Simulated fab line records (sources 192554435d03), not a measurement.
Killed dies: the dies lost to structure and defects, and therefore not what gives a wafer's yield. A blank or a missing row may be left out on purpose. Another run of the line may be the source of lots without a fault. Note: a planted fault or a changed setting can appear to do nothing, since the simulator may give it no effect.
Chamber matching / flow n5-finfet / N5_BEOL_M2_VIA_ETCH_34 on rie-diel-01 has 4 sister chambers
The step etches the open film in C4F6/O2, target depth 69.4 nm, time 65.9 s. 16 wafers are shown with their chamber, then 8 later ones without.

## WAFERS, EACH WITH ITS CHAMBER
wafer=L075.1; chamber=0; drypump-motor-current-A (A)=6.6; throttle-valve-pct (%)=30.30; oes-product-au (a.u.)=0.89
wafer=L075.2; chamber=1; drypump-motor-current-A (A)=5.8; throttle-valve-pct (%)=30.68; oes-product-au (a.u.)=0.70
wafer=L075.3; chamber=3; drypump-motor-current-A (A)=4.8; throttle-valve-pct (%)=30.91; oes-product-au (a.u.)=0.74
wafer=L079.2; chamber=0; drypump-motor-current-A (A)=6.5; throttle-valve-pct (%)=30.28; oes-product-au (a.u.)=0.86
wafer=L079.4; chamber=1; drypump-motor-current-A (A)=5.7; throttle-valve-pct (%)=30.70; oes-product-au (a.u.)=0.69
wafer=L079.6; chamber=1; drypump-motor-current-A (A)=5.7; throttle-valve-pct (%)=30.69; oes-product-au (a.u.)=0.69
wafer=L078.4; chamber=0; drypump-motor-current-A (A)=6.5; throttle-valve-pct (%)=30.29; oes-product-au (a.u.)=0.87
wafer=L078.5; chamber=1; drypump-motor-current-A (A)=5.7; throttle-valve-pct (%)=30.69; oes-product-au (a.u.)=0.69
wafer=L078.6; chamber=2; drypump-motor-current-A (A)=5.7; throttle-valve-pct (%)=30.80; oes-product-au (a.u.)=0.96
wafer=L085.1; chamber=3; drypump-motor-current-A (A)=4.8; throttle-valve-pct (%)=30.92; oes-product-au (a.u.)=0.72
wafer=L085.2; chamber=2; drypump-motor-current-A (A)=5.7; throttle-valve-pct (%)=30.81; oes-product-au (a.u.)=0.93
wafer=L085.3; chamber=1; drypump-motor-current-A (A)=5.7; throttle-valve-pct (%)=30.71; oes-product-au (a.u.)=0.68
wafer=L086.3; chamber=3; drypump-motor-current-A (A)=4.8; throttle-valve-pct (%)=30.95; oes-product-au (a.u.)=0.72
wafer=L086.4; chamber=1; drypump-motor-current-A (A)=5.7; throttle-valve-pct (%)=30.70; oes-product-au (a.u.)=0.68
wafer=L086.5; chamber=3; drypump-motor-current-A (A)=4.8; throttle-valve-pct (%)=30.95; oes-product-au (a.u.)=0.71
wafer=L088.2; chamber=0; drypump-motor-current-A (A)=6.5; throttle-valve-pct (%)=30.31; oes-product-au (a.u.)=0.84

SIGNATURES (means of the wafers above)
reading=drypump-motor-current-A; chamber 0=6.525; chamber 1=5.717; chamber 2=5.700; chamber 3=4.800; scatter within a chamber=0.0363
reading=throttle-valve-pct; chamber 0=30.2950; chamber 1=30.6950; chamber 2=30.8050; chamber 3=30.9325; scatter within a chamber=0.0141
reading=oes-product-au; chamber 0=0.8650; chamber 1=0.6883; chamber 2=0.9450; chamber 3=0.7225; scatter within a chamber=0.0145
Rule: a wafer lies at a distance from a chamber equal to the root of the sum of squares, over the readings, of (its reading less the chamber's mean, divided by the reading's scatter). If the next closest chamber is less than 2 further off than the closest, the wafer can't be placed; otherwise it belongs to the closest. How the scatter is found: for the shown wafers, subtract from each reading the mean of its chamber, square and add these, divide the total by (wafers less chambers), then take the root.

## WAFERS WITHOUT THEIR CHAMBER
wafer=L088.4; drypump-motor-current-A (A)=4.8; throttle-valve-pct (%)=30.94; oes-product-au (a.u.)=0.71
wafer=L088.6; drypump-motor-current-A (A)=6.5; throttle-valve-pct (%)=30.30; oes-product-au (a.u.)=0.85
wafer=L090.1; drypump-motor-current-A (A)=5.7; throttle-valve-pct (%)=30.82; oes-product-au (a.u.)=0.91
wafer=L090.2; drypump-motor-current-A (A)=6.5; throttle-valve-pct (%)=30.30; oes-product-au (a.u.)=0.84
wafer=L090.6; drypump-motor-current-A (A)=5.7; throttle-valve-pct (%)=30.83; oes-product-au (a.u.)=0.91
wafer=L093.1; drypump-motor-current-A (A)=6.5; throttle-valve-pct (%)=30.33; oes-product-au (a.u.)=0.83
wafer=L093.3; drypump-motor-current-A (A)=5.7; throttle-valve-pct (%)=30.83; oes-product-au (a.u.)=0.89
wafer=L093.4; drypump-motor-current-A (A)=4.8; throttle-valve-pct (%)=30.95; oes-product-au (a.u.)=0.71

## THE CHAMBER EACH PASSED THROUGH
wafer=L088.4; from the rows above=3; in truth=3
wafer=L088.6; from the rows above=0; in truth=0
wafer=L090.1; from the rows above=2; in truth=2
wafer=L090.2; from the rows above=0; in truth=0
wafer=L090.6; from the rows above=2; in truth=2
wafer=L093.1; from the rows above=0; in truth=0
wafer=L093.3; from the rows above=2; in truth=2
wafer=L093.4; from the rows above=3; in truth=3
8 of 8 placed correctly. From these rows, 0 cannot be placed. 0 placed wrongly.
